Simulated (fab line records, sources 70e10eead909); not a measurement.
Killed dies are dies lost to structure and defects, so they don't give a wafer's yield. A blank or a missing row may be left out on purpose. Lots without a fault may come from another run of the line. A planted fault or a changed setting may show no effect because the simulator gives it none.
fab line records | flow nand_harc
record lots=12 wafers=36 last_day=24
route steps=1159 shown A_M1@1047 A_BONDPAD@1069 END@1159
lots that met no fault: from a run of the same line without faults
start_h: hours from the record's first day to the start of the lot's first wafer shown | wait_h: hours since the lot's step before | " the same as in the row above | L1.1+2: a row that stands for several wafers | - no value, or no start given | * or withheld: withheld | < > ~ a bound
route shown NAME@n: a module of which the file shows steps, and the number in the route of the first | usual: mean/standard deviation of fault-free wafers | same: alike in all rows | chamber/n: place in a boat | sites: the reading at each site | _std_site: their standard deviation | _edge_site: outer sites' mean less inner sites' | radius_mm: how far each site lies from the wafer's centre | mask NAME#n: copy n | behind: the tool/chamber that last shaped the wafer | hold: why the lot was held/for how many hours/how that ended | device: the transistor (n, p or np) that didn't switch | end of line: the same wafers' tests at the end of the route | a step without rows: its recipe alone | killed: dies lost to structure and defects at the first sort, not the wafer's yield | map: a wafer's dies, x killed, . not, _ none there
set.NAME: the setting as run; set.NAME@STEP: as run at that earlier step | model.NAME: the simulator's own value behind a step, which no gauge read
steps of the route over a sample of lots; a table a step, a row a wafer
services: from which hour (start_h, from the record's first day; less than 0 if before it) a tool's chamber was out of use, for how many hours, and why
## steps
# step NHARC_A_M1_PRE_CLEAN_30
# recipe time_s=30 temp_c=280 gas=H2/He
# usual heater_power_w=411/49
# columns lot.wafer tool chamber start_h wait_h heater_power_w
L595.1 pvd_sputter-01 - - - 331
L595.5 " - " " 395
L595.6 " - " " 371
L593.1 pvd_sputter-03 - - - 397
L593.4 " - " " 475
L593.2 " - " " 350
L597.1 pvd_sputter-01 - - - 333
L597.2 " - " " 364
L597.3 " - " " 437
L596.2 pvd_sputter-02 - - - 475
L596.1 " - " " 483
L596.6 " - " " 426
L599.1 pvd_sputter-02 - - - 416
L599.6 " - " " 485
L599.5 " - " " 462
L601.4 pvd_sputter-01 - - - 371
L601.5 " - " " 336
L601.6 " - " " 390
L604.2 pvd_sputter-03 - - - 342
L604.6 " - " " 337
L604.5 " - " " 371
L602.1 pvd_sputter-01 - - - 335
L602.4 " - " " 372
L602.6 " - " " 334
L603.4 pvd_sputter-02 - - - 484
L603.2 " - " " 465
L603.6 " - " " 487
L605.1 pvd_sputter-01 - - - 326
L605.4 " - " " 430
L605.6 " - " " 337
L610.1 pvd_sputter-03 - - - 408
L610.5 " - " " 460
L610.6 " - " " 341
L614.3 pvd_sputter-01 - - - 381
L614.4 " - " " 396
L614.6 " - " " 368
# step NHARC_A_M1_THK_MEAS_24
# recipe thk_meas_gauge=xrf
# usual thk_nm=154.8/1.4
# columns lot.wafer tool chamber start_h wait_h thk_nm
L595.1 film_metro-01 - 410.05 - 156.3
L595.5 " - " " 157.1
L595.6 " - " " 153.0
L593.1 film_metro-01 - 411.20 - 154.7
L593.2 " - " " 154.9
L593.4 " - " " 152.8
L597.1 film_metro-02 - 412.40 - 155.0
L597.2 " - " " 155.4
L597.3 " - " " 156.1
L596.1 film_metro-02 - 415.52 - 154.1
L596.2 " - " " 155.8
L596.6 " - " " 154.2
L599.1 film_metro-02 - 453.04 - 156.4
L599.5 " - " " 155.0
L599.6 " - " " 158.2
L601.4 film_metro-02 - 463.10 - 156.7
L601.5 " - " " 155.3
L601.6 " - " " 156.8
L604.2 film_metro-02 - 469.81 - 155.5
L604.5 " - " " 150.9
L604.6 " - " " 154.0
L602.1 film_metro-02 - 473.20 - 155.2
L602.4 " - " " 154.8
L602.6 " - " " 157.3
L603.2 film_metro-01 - 473.67 - 155.5
L603.4 " - " " 152.4
L603.6 " - " " 154.1
L605.1 film_metro-01 - 499.85 - 157.0
L605.4 " - " " 154.6
L605.6 " - " " 156.0
L610.1 film_metro-02 - 527.51 - 153.4
L610.5 " - " " 154.5
L610.6 " - " " 152.5
L614.3 film_metro-01 - 542.15 - 155.2
L614.4 " - " " 155.4
L614.6 " - " " 153.6
# step NHARC_A_M1_PRE_CLEAN_32
# recipe time_s=12 temp_c=370 rf_power_w=300 gas=NH3
# usual heater_power_w=620/95
# columns lot.wafer tool chamber start_h wait_h heater_power_w
L595.1 pecvd-02 1 410.30 0.1 561
L595.6 " 2 " " 638
L595.5 " 0 " " 593
L593.1 pecvd-04 0 411.42 0.1 625
L593.2 " 2 " " 483
L593.4 " 1 " " 662
L597.1 pecvd-04 0 412.63 0.1 596
L597.3 " 1 " " 667
L597.2 " 2 " " 448
L596.1 pecvd-02 2 415.74 0.1 728
L596.2 " 1 " " 611
L596.6 " 2 " " 723
L599.1 pecvd-04 0 453.28 0.1 582
L599.5 " 0 " " 578
L599.6 " 1 " " 665
L601.5 pecvd-04 0 463.36 0.1 616
L601.6 " 1 " " 672
L601.4 " 2 " " 515
L604.2 pecvd-02 2 470.03 0.1 694
L604.5 " 2 " " 713
L604.6 " 0 " " 700
L602.1 pecvd-04 0 473.46 0.1 592
L602.6 " 2 " " 477
L602.4 " 0 " " 588
L603.2 pecvd-04 1 473.92 0.1 673
L603.6 " 0 " " 660
L603.4 " 1 " " 664
L605.1 pecvd-04 1 500.09 0.1 681
L605.4 " 0 " " 651
L605.6 " 1 " " 646
L610.1 pecvd-03 0 527.76 0.1 578
L610.5 " 1 " " 559
L610.6 " 0 " " 586
L614.3 pecvd-02 1 542.46 0.1 683
L614.6 " 1 " " 672
L614.4 " 2 " " 638
# step NHARC_A_BONDPAD_EXPOSE_06
# recipe na=0.55 dose_mj=36.99 mask_id=A_BPAD
# usual reticle_temp_C=23.01/0.1
# columns lot.wafer tool chamber start_h wait_h mask reticle_temp_C
L595.1 krf_scanner-03 0 412.00 - A_BPAD#0 23.09
L595.5 " 0 " " A_BPAD#0 23.02
L595.6 " 0 " " A_BPAD#0 23.02
L593.1 krf_scanner-03 0 413.00 - A_BPAD#0 22.97
L593.2 " 0 " " A_BPAD#0 23.11
L593.4 " 0 " " A_BPAD#0 23.09
L597.1 krf_scanner-01 0 414.36 - A_BPAD#0 22.80
L597.2 " 0 " " A_BPAD#0 22.97
L597.3 " 0 " " A_BPAD#0 22.92
L596.1 krf_scanner-04 0 417.45 - A_BPAD#0 23.06
L596.2 " 0 " " A_BPAD#0 22.91
L596.6 " 0 " " A_BPAD#0 23.10
L599.1 krf_scanner-01 0 455.15 - A_BPAD#0 23.09
L599.5 " 0 " " A_BPAD#0 23.02
L599.6 " 0 " " A_BPAD#0 23.05
L601.4 krf_scanner-01 0 464.92 - A_BPAD#0 22.99
L601.5 " 0 " " A_BPAD#0 23.16
L601.6 " 0 " " A_BPAD#0 23.10
L604.2 krf_scanner-01 0 471.77 - A_BPAD#0 22.95
L604.5 " 0 " " A_BPAD#0 22.70
L604.6 " 0 " " A_BPAD#0 22.88
L602.1 krf_scanner-03 0 475.13 - A_BPAD#0 22.91
L602.4 " 0 " " A_BPAD#0 22.99
L602.6 " 0 " " A_BPAD#0 22.85
L603.2 krf_scanner-01 0 475.76 - A_BPAD#0 22.90
L603.4 " 0 " " A_BPAD#0 22.91
L603.6 " 0 " " A_BPAD#0 22.88
L605.1 krf_scanner-01 0 501.78 - A_BPAD#0 22.96
L605.4 " 0 " " A_BPAD#0 23.10
L605.6 " 0 " " A_BPAD#0 23.11
L610.1 krf_scanner-04 0 529.45 - A_BPAD#0 23.14
L610.5 " 0 " " A_BPAD#0 23.23
L610.6 " 0 " " A_BPAD#0 23.08
L614.3 krf_scanner-03 0 544.06 - A_BPAD#0 23.01
L614.4 " 0 " " A_BPAD#0 22.90
L614.6 " 0 " " A_BPAD#0 22.92
# step NHARC_A_BONDPAD_OVL_MEAS_35
# usual overlay_x_nm=0/4.9 overlay_y_nm=1/6
# columns lot.wafer tool chamber start_h wait_h overlay_x_nm overlay_y_nm
L595.1 overlay-02 - 412.25 - -4 8
L595.5 " - " " -4 7
L595.6 " - " " -4 7
L593.1 overlay-02 - 413.24 - -8 1
L593.2 " - " " -8 1
L593.4 " - " " -8 1
L597.1 overlay-02 - 414.60 - 3 -2
L597.2 " - " " 4 -3
L597.3 " - " " 4 -3
L596.1 overlay-02 - 417.68 - 7 4
L596.2 " - " " 7 3
L596.6 " - " " 7 4
L599.1 overlay-02 - 455.39 - 4 7
L599.5 " - " " 3 8
L599.6 " - " " 3 7
L601.4 overlay-01 - 465.14 - -1 6
L601.5 " - " " -2 7
L601.6 " - " " -1 7
L604.2 overlay-01 - 472.01 - -12 2
L604.5 " - " " -11 3
L604.6 " - " " -12 2
L602.1 overlay-02 - 475.38 - -3 -6
L602.4 " - " " -1 -6
L602.6 " - " " -2 -6
L603.2 overlay-02 - 476.00 - 25 3
L603.4 " - " " 26 3
L603.6 " - " " 25 2
L605.1 overlay-01 - 502.04 - 21 5
L605.4 " - " " 21 5
L605.6 " - " " 22 5
L610.1 overlay-01 - 529.69 - 1 7
L610.5 " - " " 1 6
L610.6 " - " " 1 7
L614.3 overlay-02 - 544.29 - 6 -12
L614.4 " - " " 7 -12
L614.6 " - " " 6 -13
# step NHARC_END_SORT_01
# recipe temp_c=25
# usual defect_limited_yield=94.9/1.7 killed_at_array=31/12 killed_at_other=0.6/0.85 killed_at_periphery=3.0/2.3 killed_dies=35/12 killed_open=3.2/1.9 killed_short=1.8/1.4 sort_bin_2_pct=1.6/0.7 sort_bin_3_pct=0.28/0.22 sort_bin_4_pct=3.3/1.2 sort_n_pass=642/12 sort_rim_yield_pct=97.7/1.5 sort_yield_pct=94.9/1.7
# same gross_dies=677 sort_bin_5_pct[%]=0 sort_bin_6_pct[%]=0 sort_bin_7_pct[%]=0 sort_bin_8_pct[%]=0 sort_rim_n_gross=106.00
# columns lot.wafer tool chamber start_h wait_h defect_limited_yield[%] killed_at_array killed_at_other killed_at_periphery killed_dies killed_open killed_short sort_bin_2_pct[%] sort_bin_3_pct[%] sort_bin_4_pct[%] sort_n_pass sort_rim_yield_pct[%] sort_yield_pct[%]
L599.1 prober-02 0 500.94 2.5 94.1 40 0 0 40 0 2 2.1 0.15 3.7 637 98.1 94.1
L599.5 prober-02 0 504.14 3.7 94.2 34 1 4 39 7 2 2.2 0.44 3.1 638 99.1 94.2
L599.6 prober-02 0 504.94 4.0 93.9 39 1 1 41 2 2 2.1 0.15 3.8 636 97.2 93.9
# killed by level:class
L599.1 A_SLIT:chamber_film_flake=14 A_STAIRCASE:chamber_film_flake=12 A_CONTACT:chamber_film_flake=8 A_CHANNEL_HOLE_D1:chamber_film_flake=3 A_SOURCE_PLATE:geometric_particle:short=1 A_WL_FILL:geometric_particle:short=1 A_WL_FILL:chamber_film_flake=1
L599.5 A_STAIRCASE:chamber_film_flake=13 A_SLIT:chamber_film_flake=5 A_CHANNEL_HOLE_D1:chamber_film_flake=4 A_CONTACT:chamber_film_flake=4 A_BLC:geometric_particle:open=2 A_M0:geometric_particle:open=2 P_CONTACT:geometric_particle:open=1 P_M2:geometric_particle:open=1
L599.6 A_STAIRCASE:chamber_film_flake=14 A_SLIT:chamber_film_flake=9 A_CHANNEL_HOLE_D1:chamber_film_flake=5 A_CONTACT:chamber_film_flake=5 A_ONON_D1:geometric_particle:open=2 A_ONON_D1:geometric_particle:short=2 A_WL_FILL:chamber_film_flake=2 P_STI:chamber_film_flake=1
## services
# columns tool chamber start_h hours kind
pecvd-04 - 391.06 0.7 repair
pvd_sputter-02 - 392.00 10.0 pm
pvd_sputter-03 - 397.46 2.7 repair
krf_scanner-01 - 397.84 0.4 repair
pecvd-03 - 423.70 0.7 repair
krf_scanner-04 - 426.43 2.3 repair
krf_scanner-01 - 429.31 4.0 pm
pvd_sputter-03 - 439.51 8.0 repair
krf_scanner-03 - 441.09 0.6 repair
pvd_sputter-02 - 453.76 7.9 repair
pvd_sputter-03 - 458.00 10.0 pm
krf_scanner-04 - 460.55 1.4 repair
pecvd-03 1 461.32 16.6 repair
krf_scanner-04 - 470.00 4.0 pm
krf_scanner-01 - 479.64 3.2 repair
krf_scanner-03 - 494.18 0.5 repair
krf_scanner-03 - 498.53 0.9 repair
krf_scanner-01 - 508.43 0.6 repair
pecvd-02 - 511.29 5.7 repair
krf_scanner-03 - 512.00 4.0 pm
pvd_sputter-01 - 514.04 10.0 pm
krf_scanner-01 - 514.91 0.9 repair
pecvd-02 - 516.99 13.0 pm
krf_scanner-03 - 523.83 0.1 repair
## key
first_sign step=NHARC_A_BONDPAD_OVL_MEAS_35 reading=overlay_x_nm direction=up sigmas=4.8 usual=0 struck=23
effect none on later readings
met_at NHARC_A_BONDPAD_EXPOSE_06
struck_lots L603,L605
not_acting_at NHARC_A_M1_PRE_CLEAN_30,NHARC_A_M1_THK_MEAS_24,NHARC_A_M1_PRE_CLEAN_32
onset_between 471.77 475.76
fault kind=scanner_matching_overlay tool=krf_scanner-01 chamber=- onset_h=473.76 steps=NHARC_A_BONDPAD_EXPOSE_06 offset=22.498
